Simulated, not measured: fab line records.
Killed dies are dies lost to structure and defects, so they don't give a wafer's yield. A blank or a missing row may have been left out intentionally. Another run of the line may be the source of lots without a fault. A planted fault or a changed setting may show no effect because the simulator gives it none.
A lot that was struck, set against a sound lot + flow n5 finfet + 17 steps out of a route of 1938
Sound: these wafers, L262.4, L262.5, L262.6. Struck: wafers L278.4, L278.5. (L278.1 of the same lot was not struck and is left out.) The cause comes at the end.
Per side, at each step with rows, come the tool, then ch with its chambers, and then its first start. Under that, the readings that differ: sound wafers + struck wafers + difference of the means + sigmas: that difference in standard deviations of wafers without a fault.
alike: readings with means less than 2 such deviations apart, plus words and numbers identical on both sides. not compared: withheld readings, readings lacking a value on some wafer, bounds such as >300 that could conceal the same value, and numbers that have no deviation in the record and whose values overlap.
A row with sigmas, a row that says differs or no value, or rows on one side alone: a step with any of these is where the two part. Numbers that don't overlap but have no deviation are shown without sigmas and don't part them. Lack of a reading on every wafer of one side parts them only where that side has two or more wafers.

first, 4 steps without rows for these wafers: N5_BEOL_M10_HM_STRIP_39 (strips TiN in peroxide tin strip, target depth 25 nm, time 158 s); N5_BEOL_M10_SRD_40 (time 30 s); N5_BEOL_M10_PRECLEAN_42 (cleans in residue remover, time 60 s); N5_BEOL_M10_SRD_43 (time 30 s).
N5_BEOL_M10_CD_MEAS_35: the cd target is 70 nm.
  sound: cd sem-03 at day 11 23:49; struck: cd sem-01 at day 15 18:49
  alike: cd nm
then, 1 step without rows for these wafers: N5_BEOL_M10_CURE_72 (cures SiCOH lowk, time 120 s).
N5_BEOL_M10_DEGAS_44: time 60 s.
  sound: pvd sputter-03 at day 12 00:13; struck: pvd sputter-01 at day 15 19:32
  alike: heater power w
N5_BEOL_M10_PRE_CLEAN_45: time 30 s.
  sound: pvd sputter-03 at day 12 00:15; struck: pvd sputter-01 at day 15 19:34
  alike: heater power w
N5_BEOL_M10_ALD_74: deposits TaN, target thk 2 nm, pulse time 2 s, purge time 3 s.
  sound on ald metal-02 ch 0,1,2, day 12 00:19; struck on ald metal-02 ch 0,1, day 15 19:41
  alike: heater power w
then, 2 steps without rows for these wafers: N5_BEOL_M10_SURFACE_TREAT_76; N5_BEOL_M10_CVD_75 (deposits Co from CCTBA/H2, target thk 2 nm, time 138.9 s).
N5_BEOL_M10_SPUTTER_48: material Cu, target thk 12 nm, time 2 s.
  sound: pvd sputter-01 at day 12 00:54; struck: pvd sputter-03 at day 15 20:27
  alike: cathode dc power W, throttle valve pct
N5_BEOL_M10_ECD_50: material Cu, target thk 318 nm.
  sound on ecd cu-01 ch 0,1, day 12 01:03; struck on ecd cu-01 ch 0,1, day 15 20:34
| reading                                 | sound           | struck    | difference | sigmas |
|-----------------------------------------|-----------------|-----------|------------|--------|
| model.Cu_of_BEOL_M10_ECD_50.thk nm (nm) | 310.8 319 316.4 | 443.6 447 | +129.9     |        |
N5_BEOL_M10_ANNEAL_51: time 90 s.
  sound on rtp anneal-02 ch 0, day 12 01:49; struck on rtp anneal-01 ch 0, day 15 20:52
  alike: wafer_temp_C_max
N5_BEOL_M10_CMP_52: polishes, stops on SiCOH lowk, t overpolish 7 s, target thk 140 nm.
  sound on cmp-03 ch 1,2,3, day 12 02:06; struck on cmp-04 ch 0,3, day 15 21:14
| reading                 | sound                | struck        | difference | sigmas |
|-------------------------|----------------------|---------------|------------|--------|
| head pressure psi (psi) | 1.0011 0.9997 1.0015 | 0.9956 0.9968 | -0.0046    | -2     |
| time to endpoint s (s)  | 66 70 60             | 90 91         | +25        | +8     |
  alike: clearing platen down force psi, motor current A, slurry flow ml min
N5_BEOL_M10_THK_MEAS_53: measures by xrf.
  sound: film metro-02 at day 12 02:17; struck: film metro-02 at day 15 21:28
  alike: M10_THK
-- record jumps: 2 days separate the struck wafers' starts on either side; left off in module BEOL_M10, taken up again in module PASSIVATION, whose first shown step is the route's number 1936 --
N5_PASSIVATION_PROBE_49:
  sound: prober-01 at day 13 21:26; struck: prober-01 at day 18 02:09
| reading            | sound  | struck | difference | sigmas |
|--------------------|--------|--------|------------|--------|
| killed at contacts | 8 7 11 | 29 14  | +13        | +2     |
  alike: defect limited yield, killed_at_M0_to_M3, killed_at_M4_up, killed at front end, killed at other, killed dies, killed on rim, killed open, killed short, sort_bin_5_function, sort_bin_6_memory, sort_bin_8_speed, sort n pass, sort yield pct

WHERE THEY PART
At N5_BEOL_M10_CMP_52 first; at N5_PASSIVATION_PROBE_49 last (within this record only).

WHY: whatever the simulator had introduced
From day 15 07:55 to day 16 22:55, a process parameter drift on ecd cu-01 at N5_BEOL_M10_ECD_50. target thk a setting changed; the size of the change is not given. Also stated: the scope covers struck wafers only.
